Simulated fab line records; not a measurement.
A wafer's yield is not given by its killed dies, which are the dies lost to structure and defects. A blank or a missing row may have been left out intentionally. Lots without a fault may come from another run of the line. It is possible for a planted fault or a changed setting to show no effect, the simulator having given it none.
Which tool was responsible? / flow n5 finfet / 11 lots with 32 wafers sampled at 2 steps, on a route of 1938 steps

WHAT THE GAUGES SHOWED, per wafer
N5_BEOL_M3_OCD_MEAS_38.
lot=L379; measured=day 7 11:28; on=ocd-02; trench depth nm (nm)=52.8 53.3 53.6
lot=L380; measured=day 7 17:08; on=ocd-01; trench depth nm (nm)=57.5 55.2 54.5
lot=L383; measured=day 8 21:47; on=ocd-01; trench depth nm (nm)=54.3 58.7 55.1
lot=L386; measured=day 9 01:06; on=ocd-02; trench depth nm (nm)=55.1 56.4 54.4
lot=L385; measured=day 9 04:20; on=ocd-02; trench depth nm (nm)=54.3 55.3 55.3
lot=L387; measured=day 9 04:41; on=ocd-02; trench depth nm (nm)=54.3 58.7 55.6
lot=L388; measured=day 9 11:00; on=ocd-01; trench depth nm (nm)=55.4 54.8 52.1
lot=L398; measured=day 12 08:34; on=ocd-02; trench depth nm (nm)=54.2 54.7 54.7
lot=L397; measured=day 12 09:13; on=ocd-02; trench depth nm (nm)=53.8 54.6
lot=L402; measured=day 13 08:20; on=ocd-01; trench depth nm (nm)=55.0 57.3 55.6
lot=L401; measured=day 13 10:23; on=ocd-01; trench depth nm (nm)=54.7 56.6 55.3

EACH LOT AND THE TOOL THAT RAN IT (in order: tool; ch and the chambers of the sampled wafers; start)
lot=L379; N5_BEOL_M3_STRIP_97=rie diel-05 ch 0,1, day 7 11:28 or earlier
lot=L380; N5_BEOL_M3_STRIP_97=rie diel-03 ch 0,1,2, day 7 17:08 or earlier
lot=L383; N5_BEOL_M3_STRIP_97=rie diel-01 ch 0,1,3, day 8 21:47 or earlier
lot=L386; N5_BEOL_M3_STRIP_97=rie diel-03 ch 1,2,3, day 9 01:06 or earlier
lot=L385; N5_BEOL_M3_STRIP_97=rie diel-03 ch 2,3, day 9 04:20 or earlier
lot=L387; N5_BEOL_M3_STRIP_97=rie diel-01 ch 0,1,3, day 9 04:41 or earlier
lot=L388; N5_BEOL_M3_STRIP_97=rie diel-05 ch 1,2, day 9 11:00 or earlier
lot=L398; N5_BEOL_M3_STRIP_97=rie diel-03 ch 1,2, day 12 08:34 or earlier
lot=L397; N5_BEOL_M3_STRIP_97=rie diel-01 ch 1, day 12 09:13 or earlier
lot=L402; N5_BEOL_M3_STRIP_97=rie diel-01 ch 0,2,3, day 13 08:20 or earlier
lot=L401; N5_BEOL_M3_STRIP_97=rie diel-03 ch 0,3, day 13 10:23 or earlier
- N5_BEOL_M3_STRIP_97: strips in N2/H2, time 10 s.

THE ANSWER, worked out from the rows above alone
Rule: the usual values come from the lots themselves. Put in order of their means at a reading, lots are off if they are a third of the lots or fewer, leave a main group of 4 or more, and stand apart from it by a gap of 3 or more times the standard deviation of the main group's means; of several such gaps the widest counts. The tables above print the reading to a certain number of digits; a main group whose means all agree to those digits is not used. A lot without any number at a reading at which 4 lots or more have one is off too. Where the step has rows for the other lots, those lots are counted as sound.
No lot is off on any of the readings shown, so nothing can be concluded from this.

WHAT HAD BEEN PUT IN BY THE SIMULATOR
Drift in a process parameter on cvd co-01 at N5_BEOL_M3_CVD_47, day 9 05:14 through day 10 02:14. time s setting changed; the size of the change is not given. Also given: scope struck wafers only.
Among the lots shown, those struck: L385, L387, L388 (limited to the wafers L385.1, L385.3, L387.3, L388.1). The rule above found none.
